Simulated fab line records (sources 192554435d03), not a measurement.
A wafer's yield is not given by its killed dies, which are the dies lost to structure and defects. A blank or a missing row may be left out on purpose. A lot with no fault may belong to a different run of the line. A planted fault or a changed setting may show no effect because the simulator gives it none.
fab line records -- flow n5_finfet
record lots=5, wafers=14, last_day=18
route steps=1938 shown BEOL_M7@1289 PASSIVATION@1936
lots with no fault: from the same line, run without faults
start_h: hours from the record's opening day to when the first of the lot's shown wafers began -- wait_h: hours from the lot's prior step to this one -- " identical to the entry in the row above -- L1.1+2: a row that stands for several wafers -- - no value, or no start given -- * or withheld: withheld -- < > ~ a bound
route shown NAME@n: a module of which the file shows steps, and the number in the route of the first -- usual: the fault-free wafers' mean and standard deviation -- same: alike in all rows -- chamber/n: place in a boat -- sites: each site's reading -- _std_site: how widely they spread, as a standard deviation -- _edge_site: outer sites' mean less inner sites' -- radius_mm: for every site, how far away it sits from the centre of the wafer -- mask NAME#n: copy n -- behind: the tool/chamber that last shaped the wafer -- hold: what put the lot on hold/how long, in hours/how the hold closed -- device: which transistor (n, p or np) failed to switch -- end of line: at the end of the route, the tests of the same wafers -- a step without rows: its recipe alone -- killed: count of dies lost to structure and defects at first sort (not the wafer's yield) -- map: a wafer's dies, x killed, . not, _ none there
set.NAME: the setting that was run; set.NAME@STEP: the one run at that earlier step -- model.NAME: the simulator's own value behind a step, which no gauge read
lots seen at some steps along the route; tables by step, rows by wafer
services: the hour from which a tool's chamber was out of use, counted from the record's first day as start_h (under 0 if before that day), plus the number of hours and why
## steps
# step N5_BEOL_M7_COAT_71
# recipe resist=underlayer, temp_c=205, time_s=60, spin_rpm=1500, resist_thk_nm=5
# step N5_BEOL_M7_COAT_22
# recipe resist=CAR-EUV, spin_rpm=1500, resist_thk_nm=30
# step N5_BEOL_M7_EBR_24
# recipe solvent=PGMEA, ebr_width_mm=1.5
# step N5_BEOL_M7_SOFTBAKE_23
# recipe temp_c=110, time_s=60, resist=CAR-EUV
# step N5_BEOL_M7_EXPOSE_25
# recipe mask_id=V6, na=0.33, source_shape=annular, sigma_inner=0.4, sigma_outer=0.8, polarization=unpolarized, target_cd_nm=40, dose_mj=42.5
# step N5_BEOL_M7_PEB_26
# recipe peb_temp_c=100, peb_time_s=60, resist=CAR-EUV
# step N5_BEOL_M7_DEVELOP_27
# recipe develop_time_s=30, developer=TMAH, resist=CAR-EUV, rinse_liquid=surfactant_rinse, dry=air_spin, dev_temp_c=23
# step N5_BEOL_M7_CD_MEAS_28
# recipe target_cd_nm=40, landing_energy_ev=500, detector=se_inlens
# usual cd_nm=39.94/0.22
lot.wafer,tool,chamber,start_h,wait_h,cd_nm
L332.2,cd_sem-02,0,240.92,-,39.55
L332.4,cd_sem-02,0,240.92,-,40.07
L332.5,cd_sem-02,0,240.92,-,40.09
L335.1,cd_sem-01,0,278.10,-,40.04
L335.3,cd_sem-01,0,278.10,-,39.90
L335.4,cd_sem-01,0,278.10,-,39.56
L339.4,cd_sem-03,0,308.33,-,39.89
L339.6,cd_sem-03,0,308.33,-,40.05
L346.1,cd_sem-03,0,335.54,-,39.98
L346.2,cd_sem-03,0,335.54,-,39.82
L346.3,cd_sem-03,0,335.54,-,39.92
L348.1,cd_sem-01,0,349.49,-,40.03
L348.4,cd_sem-01,0,349.49,-,40.34
L348.5,cd_sem-01,0,349.49,-,40.24
# step N5_BEOL_M7_OVL_MEAS_29
# recipe points_per_wafer=522
# usual V6_OVL=0.8/0.79
lot.wafer,tool,chamber,start_h,wait_h,V6_OVL[nm]
L332.2,overlay-02,0,240.95,0.0,1.4
L332.4,overlay-02,0,240.95,0.0,2.1
L332.5,overlay-02,0,240.95,0.0,2.4
L335.1,overlay-01,0,278.13,0.0,0.3
L335.3,overlay-01,0,278.13,0.0,0.1
L335.4,overlay-01,0,278.13,0.0,0.7
L339.4,overlay-01,0,308.37,0.0,1.6
L339.6,overlay-01,0,308.37,0.0,0.6
L346.1,overlay-02,0,335.57,0.0,1.5
L346.2,overlay-02,0,335.57,0.0,0.5
L346.3,overlay-02,0,335.57,0.0,0.6
L348.1,overlay-02,0,349.55,0.1,0.2
L348.4,overlay-02,0,349.55,0.1,1.2
L348.5,overlay-02,0,349.55,0.1,0.5
# step N5_BEOL_M7_INSPECT_30
# recipe mode=adi, inspect_instrument=brightfield
# usual raw_defect_count=413/82
lot.wafer,tool,chamber,start_h,wait_h,raw_defect_count
L332.2,defect_inspect-01,-,241.01,0.0,419
L332.4,defect_inspect-01,-,241.01,0.0,430
L332.5,defect_inspect-01,-,241.01,0.0,550
L335.1,defect_inspect-02,-,278.19,0.1,431
L335.3,defect_inspect-02,-,278.19,0.1,416
L335.4,defect_inspect-02,-,278.19,0.1,340
L339.4,defect_inspect-01,-,308.41,0.0,420
L339.6,defect_inspect-01,-,308.41,0.0,442
L346.1,defect_inspect-01,-,335.63,0.1,547
L346.2,defect_inspect-01,-,335.63,0.1,327
L346.3,defect_inspect-01,-,335.63,0.1,296
L348.1,defect_inspect-02,-,349.61,0.1,384
L348.4,defect_inspect-02,-,349.61,0.1,478
L348.5,defect_inspect-02,-,349.61,0.1,381
# step N5_BEOL_M7_DESCUM_33
# recipe chemistry=O2, time_s=7, source_power_w=50, bias_power_w=20, pressure_mtorr=20, rf_frequency_hz=2.712e+07, temp_c=40, resist=CAR-EUV, o2_flow_sccm=225
# usual drypump_motor_current_A=5.67/0.29, oes_product_au=0.80/0.1, rf_vpp_V=243.2/1.4, showerhead_plenum_p_Torr=2.09/0.07, throttle_valve_pct=20.38/0.29
lot.wafer,tool,chamber,start_h,wait_h,drypump_motor_current_A,oes_product_au,rf_hours_counter_h,rf_vpp_V,showerhead_plenum_p_Torr,throttle_valve_pct
L332.2,rie_diel-02,2,241.04,0.0,5.65,0.96,4,245.8,2.13,20.00
L332.4,rie_diel-02,2,241.04,0.0,5.69,0.94,-,242.9,2.13,20.02
L332.5,rie_diel-02,0,241.04,0.0,5.29,0.71,-,241.4,1.99,20.50
L335.1,rie_diel-05,1,278.41,0.2,5.13,0.83,61,244.2,2.13,20.26
L335.3,rie_diel-05,3,278.41,0.2,6.32,0.91,24,245.4,2.22,20.44
L335.4,rie_diel-05,0,278.41,0.2,5.33,0.71,195,243.8,2.06,20.23
L339.4,rie_diel-02,3,308.66,0.2,5.47,0.88,-,243.3,2.03,20.44
L339.6,rie_diel-02,2,308.66,0.2,5.69,0.89,-,243.1,2.13,20.04
L346.1,rie_diel-04,2,335.67,0.0,5.75,0.87,35,241.6,2.04,20.02
L346.2,rie_diel-04,1,335.67,0.0,5.94,0.70,217,243.7,2.14,20.27
L346.3,rie_diel-04,0,335.67,0.0,5.67,0.68,231,242.4,2.06,20.90
L348.1,rie_diel-04,2,350.56,0.9,5.79,0.87,41,242.6,2.03,20.02
L348.4,rie_diel-04,3,350.56,0.9,5.52,0.94,11,245.0,2.24,20.55
L348.5,rie_diel-04,0,350.56,0.9,5.71,0.68,-,241.8,2.06,20.92
# step N5_BEOL_M7_ETCH_72
# recipe chemistry=N2/H2, target=underlayer, target_depth_a=65, mask_material=CAR-EUV, time_s=5.2, ion_energy_ev=200, pressure_mtorr=30, source_w=840, bias_w=150, n2_flow_sccm=200, h2_flow_sccm=200, ends=cleared
# usual drypump_motor_current_A=5.68/0.29, etch_rf_on_time_s=5.26/0.15, oes_product_au=0.67/0.088, rf_vpp_V=523.7/2.7, showerhead_plenum_p_Torr=2.55/0.091, throttle_valve_pct=17.85/0.22
lot.wafer,tool,chamber,start_h,wait_h,drypump_motor_current_A,etch_rf_on_time_s,oes_product_au,rf_hours_counter_h,rf_vpp_V,showerhead_plenum_p_Torr,throttle_valve_pct
L332.2,rie_diel-02,2,241.07,0.0,5.69,5.16,0.82,4,525.7,2.62,17.66
L332.4,rie_diel-02,2,241.07,0.0,5.71,5.21,0.81,-,524.2,2.62,17.64
L332.5,rie_diel-02,0,241.07,0.0,5.28,5.45,0.60,-,519.9,2.43,17.94
L335.1,rie_diel-05,1,278.45,0.0,5.12,5.15,0.72,61,523.0,2.58,17.64
L335.3,rie_diel-05,3,278.45,0.0,6.30,5.24,0.78,24,528.4,2.72,17.94
L335.4,rie_diel-05,0,278.45,0.0,5.29,5.22,0.60,195,524.8,2.51,17.72
L339.4,rie_diel-02,3,308.68,0.0,5.49,5.05,0.76,-,521.4,2.48,17.87
L339.6,rie_diel-02,2,308.68,0.0,5.68,5.07,0.76,-,525.6,2.61,17.66
L346.1,rie_diel-04,2,335.70,0.0,5.76,5.15,0.75,35,521.1,2.50,17.64
L346.2,rie_diel-04,1,335.70,0.0,5.93,5.34,0.59,217,527.7,2.64,18.00
L346.3,rie_diel-04,0,335.70,0.0,5.70,5.56,0.57,231,524.4,2.49,18.15
L348.1,rie_diel-04,2,350.59,0.0,5.82,5.11,0.73,41,522.7,2.50,17.65
L348.4,rie_diel-04,3,350.59,0.0,5.48,5.14,0.81,11,528.6,2.71,17.90
L348.5,rie_diel-04,0,350.59,0.0,5.69,5.59,0.57,-,523.9,2.49,18.17
# step N5_BEOL_M7_ETCH_65
# recipe chemistry=CF4, target=SiARC, target_depth_a=156, mask_material=CAR-EUV, time_s=26, ion_energy_ev=80, pressure_mtorr=40, source_w=545, bias_w=36, Ar_flow_sccm=100, cf4_flow_sccm=100, ends=cleared
# usual drypump_motor_current_A=5.67/0.29, etch_rf_on_time_s=26.4/0.75, oes_product_au=0.67/0.087, rf_vpp_V=184.0/1.3, showerhead_plenum_p_Torr=2.14/0.07, throttle_valve_pct=15.59/0.27
lot.wafer,tool,chamber,start_h,wait_h,drypump_motor_current_A,etch_rf_on_time_s,oes_product_au,rf_hours_counter_h,rf_vpp_V,showerhead_plenum_p_Torr,throttle_valve_pct
L332.2,rie_diel-02,2,241.09,0.0,5.67,26.2,0.82,4,184.1,2.19,15.20
L332.4,rie_diel-02,2,241.09,0.0,5.68,26.2,0.81,-,185.0,2.19,15.21
L332.5,rie_diel-02,0,241.09,0.0,5.29,27.2,0.60,-,183.5,2.04,15.78
L335.1,rie_diel-05,1,278.46,0.0,5.15,25.9,0.72,61,185.2,2.18,15.46
L335.3,rie_diel-05,3,278.46,0.0,6.35,26.4,0.77,24,186.2,2.27,15.59
L335.4,rie_diel-05,0,278.46,0.0,5.32,26.9,0.61,195,182.7,2.12,15.64
L339.4,rie_diel-02,3,308.71,0.0,5.49,18.9,0.91,-,183.4,2.09,15.57
L339.6,rie_diel-02,2,308.71,0.0,5.68,26.1,0.76,-,184.2,2.18,15.24
L346.1,rie_diel-04,2,335.72,0.0,5.72,25.6,0.75,35,184.5,2.10,15.29
L346.2,rie_diel-04,1,335.72,0.0,5.94,26.3,0.58,217,185.1,2.21,15.67
L346.3,rie_diel-04,0,335.72,0.0,5.71,27.7,0.57,231,182.8,2.11,16.03
L348.1,rie_diel-04,2,350.61,0.0,5.73,25.6,0.74,41,185.0,2.10,15.29
L348.4,rie_diel-04,3,350.61,0.0,5.50,25.8,0.80,11,186.1,2.27,15.57
L348.5,rie_diel-04,0,350.61,0.0,5.68,28.1,0.57,-,184.2,2.11,16.04
# step N5_BEOL_M7_ETCH_66
# recipe chemistry=N2/H2, target=SOC, target_depth_a=800, overetch_a=160, mask_material=SiARC, temp_c=40, time_s=120, ion_energy_ev=200, pressure_mtorr=30, source_w=840, bias_w=150, n2_flow_sccm=200, h2_flow_sccm=200
# usual drypump_motor_current_A=5.68/0.29, oes_product_au=0.61/0.074, rf_vpp_V=523.9/2.4, showerhead_plenum_p_Torr=2.55/0.091, throttle_valve_pct=17.81/0.22
lot.wafer,tool,chamber,start_h,wait_h,drypump_motor_current_A,oes_product_au,rf_hours_counter_h,rf_vpp_V,showerhead_plenum_p_Torr,throttle_valve_pct
L332.2,rie_diel-02,2,241.12,0.0,5.67,0.73,4,525.3,2.62,17.59
L332.4,rie_diel-02,2,241.12,0.0,5.70,0.73,-,527.0,2.62,17.59
L332.5,rie_diel-02,0,241.12,0.0,5.29,0.55,-,521.4,2.43,17.91
L335.1,rie_diel-05,1,278.49,0.0,5.12,0.63,61,524.4,2.58,17.57
L335.3,rie_diel-05,3,278.49,0.0,6.32,0.69,24,527.5,2.72,17.92
L335.4,rie_diel-05,0,278.49,0.0,5.34,0.55,195,523.0,2.51,17.69
L339.4,rie_diel-02,3,308.76,0.0,5.48,0.67,-,522.7,2.48,17.83
L339.6,rie_diel-02,2,308.76,0.0,5.69,0.68,-,525.5,2.61,17.62
L346.1,rie_diel-04,2,335.75,0.0,5.76,0.67,35,522.8,2.50,17.60
L346.2,rie_diel-04,1,335.75,0.0,5.94,0.53,217,526.0,2.64,17.93
L346.3,rie_diel-04,0,335.75,0.0,5.72,0.53,231,523.2,2.50,18.13
L348.1,rie_diel-04,2,350.64,0.0,5.72,0.65,41,522.5,2.50,17.60
L348.4,rie_diel-04,3,350.64,0.0,5.52,0.72,11,528.1,2.71,17.87
L348.5,rie_diel-04,0,350.64,0.0,5.67,0.53,-,521.5,2.49,18.13
# step N5_PASSIVATION_PROBE_49
# usual defect_limited_yield=91.2/1.6, killed_at_M0_to_M3=35/11, killed_at_M4_up=14/5.4, killed_at_contacts=13/6, killed_at_front_end=38/11, killed_at_other=3.4/2.6, killed_dies=104/19, killed_open=68/13, killed_short=34/8.5, sort_bin_5_function=5.1/1, sort_bin_6_memory=3.3/0.72, sort_n_pass=1075/22, sort_yield_pct=91.1/1.9
# same gross_dies=1180, killed_at_back_side=0, sort_bin_4_leakage[%]=0, sort_bin_8_speed[%]=0
lot.wafer,tool,chamber,start_h,wait_h,defect_limited_yield[%],killed_at_M0_to_M3,killed_at_M4_up,killed_at_contacts,killed_at_front_end,killed_at_other,killed_dies,killed_open,killed_short,sort_bin_5_function[%],sort_bin_6_memory[%],sort_n_pass,sort_yield_pct[%]
L335.1,prober-02,-,355.87,0.0,90.7,35,20,16,36,3,110,76,33,5.6,3.4,1070,90.7
L335.3,prober-02,-,355.97,0.1,90.4,39,18,10,41,5,113,80,33,5.6,3.8,1067,90.4
L335.4,prober-02,-,356.02,0.2,89.9,42,19,12,46,0,119,76,43,5.4,4.5,1061,89.9
L339.4,prober-01,-,393.20,0.2,93.4,19,9,16,32,2,78,51,25,4.3,2.0,1102,93.4
L339.6,prober-01,-,393.30,0.3,91.0,33,12,12,46,3,106,63,27,4.4,3.1,1074,91.0
L348.1,prober-02,-,435.97,0.0,91.9,31,20,23,20,1,95,64,26,3.7,3.8,1085,91.9
L348.4,prober-02,-,436.12,0.2,94.0,24,10,16,18,3,71,50,21,3.8,1.9,1109,94.0
L348.5,prober-02,-,436.17,0.2,93.3,24,18,12,22,3,79,53,23,3.6,3.1,1101,93.3
# killed by level:class
L335.1 MOL_CONTACT_COAG:geometric_particle:open=10 BEOL_M4:geometric_particle:open=10 STI_FIN_REVEAL:geometric_particle:open=9 FIN_SAQP:geometric_particle:open=7 BEOL_M0_SAQP:geometric_particle:short=7 FIN_SAQP:geometric_particle:short=6 MOL_CONTACT_COAG:geometric_particle:short=6 BEOL_M0_SAQP:geometric_particle:open=6
L335.3 STI_FIN_REVEAL:geometric_particle:open=13 FIN_SAQP:geometric_particle:short=11 BEOL_M2:geometric_particle:open=9 MOL_CONTACT_COAG:geometric_particle:open=8 FIN_SAQP:geometric_particle:open=7 BEOL_M1:geometric_particle:open=6 BEOL_M3:geometric_particle:open=6 BEOL_M0:geometric_particle:open=5
L335.4 BEOL_M1:geometric_particle:short=12 BEOL_M4:geometric_particle:open=10 FIN_SAQP:geometric_particle:short=10 MOL_CONTACT_COAG:geometric_particle:open=10 FIN_SAQP:geometric_particle:open=9 STI_FIN_REVEAL:geometric_particle:open=9 BEOL_M0:geometric_particle:open=7 BEOL_M2:geometric_particle:open=7
L339.4 MOL_CONTACT_COAG:geometric_particle:open=11 FIN_SAQP:geometric_particle:open=7 BEOL_M4:geometric_particle:open=6 MOL_CONTACT_COAG:geometric_particle:short=5 BEOL_M3:geometric_particle:open=5 STI_FIN_REVEAL:geometric_particle:open=4 STARTING-WAFER:geometric_particle:short=4 GATE_CUT:geometric_particle:short=3
L339.6 HKMG_FIN:area_etch=16 MOL_CONTACT_COAG:geometric_particle:open=11 BEOL_M0_SAQP:geometric_particle:open=9 FIN_SAQP:geometric_particle:short=7 BEOL_M1:geometric_particle:open=6 STI_FIN_REVEAL:geometric_particle:open=6 BEOL_M4:geometric_particle:open=6 BEOL_M2:geometric_particle:open=4
L348.1 MOL_CONTACT_COAG:geometric_particle:open=17 BEOL_M4:geometric_particle:open=11 BEOL_M0_SAQP:geometric_particle:open=10 BEOL_M2:geometric_particle:open=8 MOL_CONTACT_COAG:geometric_particle:short=6 BEOL_M0_SAQP:geometric_particle:short=6 DUMMY_GATE:geometric_particle:open=4 HKMG_FIN:area_etch=4
L348.4 MOL_CONTACT_COAG:geometric_particle:open=14 BEOL_M0_SAQP:geometric_particle:short=9 GATE_CUT:geometric_particle:short=4 BEOL_M0:geometric_particle:open=4 BEOL_M4:geometric_particle:open=4 DUMMY_GATE:geometric_particle:open=3 SPACER0:geometric_particle:open=3 BEOL_M1:geometric_particle:open=3
L348.5 BEOL_M2:geometric_particle:open=12 MOL_CONTACT_COAG:geometric_particle:open=9 BEOL_M5:geometric_particle:open=6 BEOL_M4:geometric_particle:open=5 STI_FIN_REVEAL:geometric_particle:open=4 MOL_CONTACT_COAG:geometric_particle:short=3 BEOL_M0:geometric_particle:open=3 STARTING-WAFER:geometric_particle:short=3
## services
tool,chamber,start_h,hours,kind
rie_diel-02,1,228.55,-,clean
rie_diel-02,1,228.55,-,consumable_replace:focus_ring
rie_diel-02,1,228.55,24.3,scheduled_down
rie_diel-02,1,228.55,24.3,vent_cycle
rie_diel-04,2,240.24,10.5,repair
rie_diel-02,-,257.01,2.8,pm
rie_diel-02,3,261.30,17.6,repair
rie_diel-04,3,301.26,-,clean
rie_diel-04,3,301.26,-,consumable_replace:focus_ring
rie_diel-04,3,301.26,-,consumable_replace:showerhead
rie_diel-04,3,301.26,23.8,scheduled_down
rie_diel-04,3,301.26,23.8,vent_cycle
rie_diel-02,1,307.24,11.4,repair
rie_diel-05,-,330.98,14.6,pm
## key
first_sign step=N5_BEOL_M7_ETCH_65, reading=etch_rf_on_time_s, direction=down, sigmas=10, usual=*, struck=*
effect none on later readings
met_at N5_BEOL_M7_ETCH_65
struck_wafers L339.4
baseline_loss step=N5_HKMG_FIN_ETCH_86, wafers=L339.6
onset_between 241.09 308.71
fault kind=process_parameter_drift, tool=rie_diel-02, chamber=-, onset_h=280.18, steps=N5_BEOL_M7_ETCH_65, channel=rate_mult, offset=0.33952, shape=step, end_h=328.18, scope=struck_wafers_only
# baseline_loss: these wafers lose ten dies or more at that step, a loss of the line's own and not of a fault; the sort's usual values leave them out
